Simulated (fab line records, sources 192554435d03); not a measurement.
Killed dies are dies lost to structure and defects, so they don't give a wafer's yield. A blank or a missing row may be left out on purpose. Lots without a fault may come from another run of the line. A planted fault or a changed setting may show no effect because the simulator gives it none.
Split-lot experiment | flow n5_finfet | 7 lots, 39 wafers read, on a route of 1938 steps

THE SPLIT
At N5_GATE_CUT_ALD_22 (deposits SiNx, target thk 16 nm, pulse time 1 s, ald cycles 320), the setting ald_cycles was moved away from the recipe's 320 on 9 of the 39 wafers read, by -5.3% to +15.6%. The other wafers ran this setting at the recipe's value.

The reading is taken at the split's own step.

THE READING
SiNx_of_GATE_CUT_ALD_22.thk_nm (the simulator's own value, which no gauge read), in nm, at N5_GATE_CUT_ALD_22 (deposits SiNx, target thk 16 nm, pulse time 1 s, ald cycles 320). The file gives no usual value for it. The 30 wafers here that ran the recipe average 16.0 nm, standard deviation 0.072 nm.

wafer  | tool, chamber at the split | ald_cycles as run | against the recipe | SiNx_of_GATE_CUT_ALD_22.thk_nm, nm | against lot-mates on the recipe
L081.1 | ald_sin-03, 2,0,1,2        | 320               | recipe             | 16                                 | -
L081.3 | ald_sin-03, 2,0,1,2        | 320               | recipe             | 16                                 | -
L081.4 | ald_sin-03, 2,0,1,2        | 320               | recipe             | 16                                 | -
L081.5 | ald_sin-03, 2,0,1,2        | 320               | recipe             | 16                                 | -
L081.2 | ald_sin-03, 3              | 320               | recipe             | 16.2                               | -
L081.6 | ald_sin-03, 3              | 320               | recipe             | 16.2                               | -
L083.1 | ald_sin-02, 2,1,3,3,0      | 320               | recipe             | 16                                 | -
L083.2 | ald_sin-02, 2,1,3,3,0      | 320               | recipe             | 16                                 | -
L083.3 | ald_sin-02, 2,1,3,3,0      | 320               | recipe             | 16                                 | -
L083.5 | ald_sin-02, 2,1,3,3,0      | 320               | recipe             | 16                                 | -
L083.6 | ald_sin-02, 2,1,3,3,0      | 320               | recipe             | 16                                 | -
L083.4 | ald_sin-02, 0              | 320               | recipe             | 15.8                               | -
L084.1 | ald_sin-03, 3,0,1          | 320               | recipe             | 16                                 | -
L084.3 | ald_sin-03, 3,0,1          | 320               | recipe             | 16                                 | -
L084.5 | ald_sin-03, 3,0,1          | 320               | recipe             | 16                                 | -
L084.2 | ald_sin-03, 2,1,2          | 370               | +15.6%             | 18.4                               | +2.4
L084.4 | ald_sin-03, 2,1,2          | 370               | +15.6%             | 18.4                               | +2.4
L084.6 | ald_sin-03, 2,1,2          | 370               | +15.6%             | 18.4                               | +2.4
L088.1 | ald_sin-03, 2,0,1          | 303               | -5.3%              | 15.2                               | -0.9
L088.2 | ald_sin-03, 2,0,1          | 303               | -5.3%              | 15.2                               | -0.9
L088.4 | ald_sin-03, 2,0,1          | 303               | -5.3%              | 15.2                               | -0.9
L088.3 | ald_sin-03, 3              | 320               | recipe             | 16.2                               | -
L088.5 | ald_sin-03, 1,0            | 320               | recipe             | 16                                 | -
L088.6 | ald_sin-03, 1,0            | 320               | recipe             | 16                                 | -
L091.1 | ald_sin-03, 3,2            | 365               | +14.1%             | 18.4                               | +2.4
L091.3 | ald_sin-03, 3,2            | 365               | +14.1%             | 18.4                               | +2.4
L091.2 | ald_sin-03, 1              | 365               | +14.1%             | 18.2                               | +2.2
L091.4 | ald_sin-03, 0,1,0          | 320               | recipe             | 16                                 | -
L091.5 | ald_sin-03, 0,1,0          | 320               | recipe             | 16                                 | -
L091.6 | ald_sin-03, 0,1,0          | 320               | recipe             | 16                                 | -
L092.4 | ald_sin-03, 2,0,1          | 320               | recipe             | 16                                 | -
L092.5 | ald_sin-03, 2,0,1          | 320               | recipe             | 16                                 | -
L092.6 | ald_sin-03, 2,0,1          | 320               | recipe             | 16                                 | -
L096.1 | ald_sin-02, 3,0,1,2,0,3    | 320               | recipe             | 16                                 | -
L096.2 | ald_sin-02, 3,0,1,2,0,3    | 320               | recipe             | 16                                 | -
L096.3 | ald_sin-02, 3,0,1,2,0,3    | 320               | recipe             | 16                                 | -
L096.4 | ald_sin-02, 3,0,1,2,0,3    | 320               | recipe             | 16                                 | -
L096.5 | ald_sin-02, 3,0,1,2,0,3    | 320               | recipe             | 16                                 | -
L096.6 | ald_sin-02, 3,0,1,2,0,3    | 320               | recipe             | 16                                 | -
Where a row lists several chambers, the file gives one row for several wafers and doesn't say which wafer went through which chamber.

THE FIT
A straight line over all 39 wafers: SiNx_of_GATE_CUT_ALD_22.thk_nm changes by +0.158 nm for each +1% of ald_cycles; r = +1.00; the points scatter about the line by 0.079 nm.
The same after taking each lot's own level away (the mean of its wafers on the recipe; 39 wafers): +0.159 nm for each +1%; r = +1.00; scatter 0.072 nm.
On that fit, the largest move of ald_cycles shifts the reading by 2.5 nm.
The lots' own levels span 15.97 to 16.07 nm, that is 1.4 times the standard deviation above.
So the lot-to-lot level changes the slope little: the two slopes agree.
Check: with one of the wafers moved furthest among these (+15.6%) left out of the fit, the line predicts +2.51 nm for it against its lot-mates. It came out at +2.4 nm against them.

OTHER SPLITS ON THESE WAFERS
These wafers also went through other splits before the reading. Each is held against what the fit with the lots' levels taken away leaves over:
other split on the same wafers | wafers away from the commonest value | r with SiNx_of_GATE_CUT_ALD_22.thk_nm (lot level and that fit taken away)
N5_FIN_CUT_ETCH_21 time_s      | 12                                   | +0.05
N5_DUMMY_GATE_ETCH_37 source_w | 12                                   | +0.32
N5_GATE_CUT_ETCH_56 bias_w     | 12                                   | +0.20

THE FILE'S OWN FIT
SiNx_of_GATE_CUT_ALD_22.thk_nm changes by +0.159 nm for each +1% of ald_cycles, r = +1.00.
